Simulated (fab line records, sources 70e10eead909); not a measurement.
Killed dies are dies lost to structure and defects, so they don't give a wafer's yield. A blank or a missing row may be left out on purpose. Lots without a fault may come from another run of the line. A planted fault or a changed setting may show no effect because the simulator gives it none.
fab line records | flow nand_harc
record lots=7 wafers=21 last_day=32
route steps=1302 shown P_ZERO_WELL@60 P_STI@69 END@1302
lots that met no fault: from a run of the same line without faults
start_h: hours from the record's first day to the start of the lot's first wafer shown | wait_h: hours since the lot's step before | " the same as in the row above | L1.1+2: a row that stands for several wafers | - no value, or no start given | * or withheld: withheld | < > ~ a bound
route shown NAME@n: a module of which the file shows steps, and the number in the route of the first | usual: mean/standard deviation of fault-free wafers | same: alike in all rows | chamber/n: place in a boat | sites: the reading at each site | _std_site: their standard deviation | _edge_site: outer sites' mean less inner sites' | radius_mm: how far each site lies from the wafer's centre | mask NAME#n: copy n | behind: the tool/chamber that last shaped the wafer | hold: why the lot was held/for how many hours/how that ended | device: the transistor (n, p or np) that didn't switch | end of line: the same wafers' tests at the end of the route | a step without rows: its recipe alone | killed: dies lost to structure and defects at the first sort, not the wafer's yield | map: a wafer's dies, x killed, . not, _ none there
set.NAME: the setting as run; set.NAME@STEP: as run at that earlier step | model.NAME: the simulator's own value behind a step, which no gauge read
lots at some steps of the route; a table a step, a row a wafer
services: from which hour (start_h, from the record's first day; less than 0 if before it) a tool's chamber was out of use, for how many hours, and why
## steps
# step NHARC_P_ZERO_WELL_HARDBAKE_53
# recipe temp_c=125 time_s=80
# step NHARC_P_ZERO_WELL_DESCUM_54
# recipe time_s=3 o2_flow_sccm=200 ar_flow_sccm=0 bias_power_w=0 chemistry=O2
# usual drypump_motor_current_A=6.0/0.46 o2_flow_sccm=200.1/0.58 oes_product_au=0.999/0.0068 rf_vpp_V=57.6/0.99 showerhead_plenum_p_Torr=1.88/0.068 throttle_valve_pct=11.311/0.0094
# columns lot.wafer tool chamber start_h wait_h drypump_motor_current_A o2_flow_sccm oes_product_au rf_hours_counter_h rf_vpp_V showerhead_plenum_p_Torr throttle_valve_pct
L485.3 rie_diel-13 0 55.88 - 6.0 199.6 1.003 15 59.5 1.96 11.316
L485.4 " 0 " " 6.0 199.2 1.003 - 56.0 1.96 11.317
L485.5 " 1 " " 6.4 200.0 0.999 - 58.7 1.81 11.308
L488.2 rie_diel-03 3 85.89 - 6.1 200.6 0.998 40 58.1 1.93 11.314
L488.3 " 1 " " 5.2 200.3 0.989 43 58.4 1.77 11.308
L488.6 " 3 " " 6.1 200.2 1.001 - 57.7 1.93 11.317
L489.2 rie_diel-13 2 99.04 - 6.0 200.0 0.986 36 57.5 1.96 11.318
L489.1 " 3 " " 6.6 200.6 0.996 28 57.6 1.86 11.312
L489.6 " 3 " " 6.6 199.7 0.996 - 58.2 1.86 11.313
L490.4 rie_diel-13 2 105.66 - 6.0 198.9 0.999 40 58.8 1.96 11.317
L490.2 " 0 " " 6.0 199.9 0.995 28 56.7 1.96 11.308
L490.5 " 1 " " 6.4 200.4 1.002 - 57.4 1.80 11.309
L493.1 rie_diel-13 2 135.89 - 6.0 200.6 0.997 54 57.0 1.95 11.293
L493.4 " 3 " " 6.6 200.1 0.992 44 58.3 1.86 11.301
L493.2 " 1 " " 6.4 200.0 0.996 49 57.2 1.80 11.317
L498.1 rie_diel-12 3 187.83 - 5.9 199.8 1.002 33 55.9 1.77 11.307
L498.3 " 0 " " 6.2 199.6 0.998 32 57.3 1.87 11.314
L498.6 " 3 " " 5.9 199.1 1.003 - 57.4 1.77 11.319
L501.4 rie_diel-12 1 215.87 - 6.2 201.0 1.004 36 55.7 1.78 11.312
L501.3 " 2 " " 6.3 199.7 0.990 37 56.8 1.91 11.321
L501.2 " 0 " " 6.2 200.7 0.995 39 56.7 1.87 11.304
# step NHARC_P_ZERO_WELL_IMPLANT_55
# recipe energy_kev=180 dose_cm2=8e+11 tilt_deg=7
# step NHARC_P_ZERO_WELL_IMPLANT_61
# recipe energy_kev=30 dose_cm2=5e+11 tilt_deg=7
# step NHARC_P_ZERO_WELL_STRIP_56
# recipe time_s=840 temp_c=130 chemistry=SPM
# step NHARC_P_ZERO_WELL_PRECLEAN_68
# recipe time_s=60 temp_c=50 bath_age_min=0 chemistry=SC1
# step NHARC_P_ZERO_WELL_SRD_69
# step NHARC_P_ZERO_WELL_RTA_42
# recipe temp_c=1100 time_s=300
# usual lamp_power_pct=36.7/1.9 wafer_temp_C_max=1104.1/1.6
# columns lot.wafer tool chamber start_h wait_h lamp_power_pct wafer_temp_C_max
L485.3 rtp_anneal-02 0 57.31 - 38.6 1104.0
L485.4 " 0 " " 38.7 1104.2
L485.5 " 0 " " 38.6 1106.1
L488.2 rtp_anneal-01 0 86.96 - 34.8 1102.3
L488.3 " 0 " " 34.8 1102.0
L488.6 " 0 " " 34.7 1102.7
L489.1 rtp_anneal-02 0 100.02 - 38.5 1104.7
L489.2 " 0 " " 38.7 1105.0
L489.6 " 0 " " 38.6 1104.3
L490.2 rtp_anneal-02 0 106.73 - 38.6 1106.0
L490.4 " 0 " " 38.6 1105.3
L490.5 " 0 " " 38.7 1107.2
L493.1 rtp_anneal-02 0 137.24 - 38.6 1105.8
L493.2 " 0 " " 38.7 1106.9
L493.4 " 0 " " 38.7 1106.7
L498.1 rtp_anneal-01 0 188.81 - 34.7 1102.2
L498.3 " 0 " " 34.8 1102.7
L498.6 " 0 " " 34.8 1101.1
L501.2 rtp_anneal-02 0 216.95 - 38.7 1105.5
L501.3 " 0 " " 38.6 1106.2
L501.4 " 0 " " 38.6 1105.6
# step NHARC_P_ZERO_WELL_INSPECT_43
# usual raw_defect_count=13/5.7
# columns lot.wafer tool chamber start_h wait_h raw_defect_count
L485.3 defect_inspect-01 - 57.78 0.4 15
L485.4 " - " " 9
L485.5 " - " " 10
L488.2 defect_inspect-02 - 87.54 0.5 16
L488.3 " - " " 15
L488.6 " - " " 21
L489.1 defect_inspect-02 - 100.71 0.6 9
L489.2 " - " " 10
L489.6 " - " " 8
L490.2 defect_inspect-01 - 107.30 0.5 12
L490.4 " - " " 20
L490.5 " - " " 14
L493.1 defect_inspect-01 - 137.92 0.6 18
L493.2 " - " " 6
L493.4 " - " " 23
L498.1 defect_inspect-02 - 189.49 0.6 21
L498.3 " - " " 4
L498.6 " - " " 7
L501.2 defect_inspect-01 - 217.53 0.5 8
L501.3 " - " " 12
L501.4 " - " " 10
# step NHARC_P_STI_ETCH_26
# recipe target_depth_a=110 chemistry=dHF material=SiO2
# step NHARC_P_STI_PRECLEAN_27
# recipe time_s=* temp_c=50 bath_age_min=0 chemistry=SC1
# step NHARC_P_STI_SRD_28
# step NHARC_P_STI_OXIDE_29
# recipe target_thk_a=100 temp_c=900 ox_time_s=1362 material=SiO2
# usual spike_tc_upper_C=900.8/1.1
# columns lot.wafer tool chamber start_h wait_h spike_tc_upper_C
L485.3 furnace-06 0 63.01 - 900.6
L485.4 " 0 " " 901.1
L485.5 " 0 " " 900.8
L488.2 furnace-03 0 93.34 - 902.2
L488.3 " 0 " " 902.7
L488.6 " 0 " " 900.4
L489.1 furnace-06 0 105.32 - 900.6
L489.2 " 0 " " 898.9
L489.6 " 0 " " 899.3
L490.2 furnace-06 0 113.25 - 901.1
L490.4 " 0 " " 900.5
L490.5 " 0 " " 899.2
L493.1 furnace-07 0 141.87 - 901.4
L493.2 " 0 " " 901.4
L493.4 " 0 " " 901.6
L493.1 furnace-03 0 148.68 3.1 901.2
L493.2 " 0 " " 903.4
L493.4 " 0 " " 902.4
L498.1 furnace-07 0 193.44 - 900.3
L498.3 " 0 " " 900.3
L498.6 " 0 " " 900.1
L498.1 furnace-06 0 198.28 1.1 899.5
L498.3 " 0 " " 898.5
L498.6 " 0 " " 900.7
L501.2 furnace-07 0 222.56 - 900.9
L501.3 " 0 " " 900.3
L501.4 " 0 " " 901.8
L501.2 furnace-07 0 229.69 3.4 900.6
L501.3 " 0 " " 901.4
L501.4 " 0 " " 900.2
# step NHARC_P_STI_HM_DEP_30
# recipe target_thk_a=800 temp_c=790 pressure_mtorr=300 time_s=873 material=Si3N4
# step NHARC_END_SORT_01
# recipe temp_c=25
# usual killed_at_array=51/17 killed_at_other=1.6/2.1 killed_at_periphery=4/3.2 killed_dies=57/18 killed_open=2.9/1.7 killed_short=2.3/1.3
# same gross_dies=677
# columns lot.wafer tool chamber start_h wait_h killed_at_array killed_at_other killed_at_periphery killed_dies killed_open killed_short
L498.3 prober-02 0 716.87 3.1 60 3 1 64 0 3
# killed by level:class
L498.3 A_CHANNEL_HOLE_D1:chamber_film_flake=25 A_SLIT:chamber_film_flake=24 A_CONTACT:chamber_film_flake=5 THIN_TSV:chamber_film_flake=3 P_STI:geometric_particle:short=1 A_SOURCE_PLATE:geometric_particle:short=1 A_CHANNEL_FILL_D2:geometric_particle:short=1 A_ZERO_WELL:chamber_film_flake=1
## services
# columns tool chamber start_h hours kind
rie_diel-13 0 46.11 - clean
rie_diel-13 1 46.11 - clean
rie_diel-13 2 46.11 - clean
rie_diel-13 3 46.11 - clean
rie_diel-13 3 50.19 11.8 repair
rie_diel-13 0 70.61 - clean
rie_diel-13 1 70.61 - clean
rie_diel-13 2 70.61 - clean
rie_diel-13 3 70.61 - clean
rie_diel-12 1 87.26 4.3 repair
rie_diel-03 1 89.35 12.3 repair
rie_diel-12 - 91.56 9.0 pm
rie_diel-13 0 95.19 - clean
rie_diel-13 1 95.19 - clean
rie_diel-13 2 95.19 - clean
rie_diel-13 3 95.19 - clean
rie_diel-03 - 104.33 9.0 pm
rie_diel-12 0 131.76 2.1 repair
rie_diel-03 0 155.76 11.8 repair
rie_diel-12 1 159.57 2.8 repair
rie_diel-13 - 165.08 9.0 pm
rie_diel-13 0 187.06 2.8 repair
rie_diel-12 3 193.36 5.1 repair
rie_diel-03 3 206.14 10.4 repair
## key
first_sign step=NHARC_P_STI_OXIDE_29 reading=visit direction=added
effect none on later readings
met_at NHARC_P_STI_OXIDE_29
struck_wafers L493.1,L493.2,L493.4,L498.1,L498.3,L498.6,L501.2,L501.3,L501.4
tester_left_out L493,L498,L501
fault kind=repeated_step_whole tool=furnace-03,furnace-06,furnace-07 chamber=- onset_h=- steps=NHARC_P_STI_OXIDE_29 times=1 scope=struck_lots_only
# tester_left_out: of these lots the tester's yield and bins aren't shown, on N5 and GAA mostly nor the transistor test; their killed dies are dies lost to structure and defects alone, not to doping, threshold or leakage, so they don't give the yield
